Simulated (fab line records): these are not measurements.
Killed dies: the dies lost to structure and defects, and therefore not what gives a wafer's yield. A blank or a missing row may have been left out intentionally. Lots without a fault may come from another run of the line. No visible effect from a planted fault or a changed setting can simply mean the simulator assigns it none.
Matching of chambers ; flow n5-finfet ; N5_BEOL_M9_CMP_52 on cmp-03: 4 sister chambers
The step polishes, stops on SiCOH lowk, t overpolish 7 s, target thk 140 nm. 4 wafers are shown with their chamber, then 7 later ones without.

## EACH WAFER AND ITS CHAMBER
wafer;chamber;motor-current-A (A)
L085.6;3;5.2
L088.6;2;7.2
L092.3;0;5.5
L092.4;1;5.8

## WAFERS WITH NO CHAMBER GIVEN
wafer;motor-current-A (A)
L092.5;4.9
L094.1;6.1
L094.2;5.7
L094.4;7.0
L097.3;7.2
L097.5;5.1
L097.6;7.0

## WHICH CHAMBER EACH WENT THROUGH
wafer;from the rows above;in truth
L092.5;can't be placed: 3 or 0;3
L094.1;can't be placed: 1 or 0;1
L094.2;can't be placed: 1 or 0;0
L094.4;2;2
L097.3;2;2
L097.5;can't be placed: 3 or 0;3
L097.6;2;2
Correct placement for 3 of the 7. From these rows, 4 cannot be placed; in 4 the true chamber is one of the candidates. 0 placed wrongly.
How it was worked out, from the rows above alone: a wafer's distance from a chamber is the root of the sum, over the readings, of the square of ((its reading less the chamber's mean) divided by the reading's scatter). If the next closest chamber is less than 2 further off than the closest, the wafer can't be placed; otherwise it belongs to the closest. Each chamber's mean is taken over the wafers shown for it. The scatter: with one shown wafer a chamber, the root of the mean of the squares of how far each hidden wafer lies from its nearest shown one.
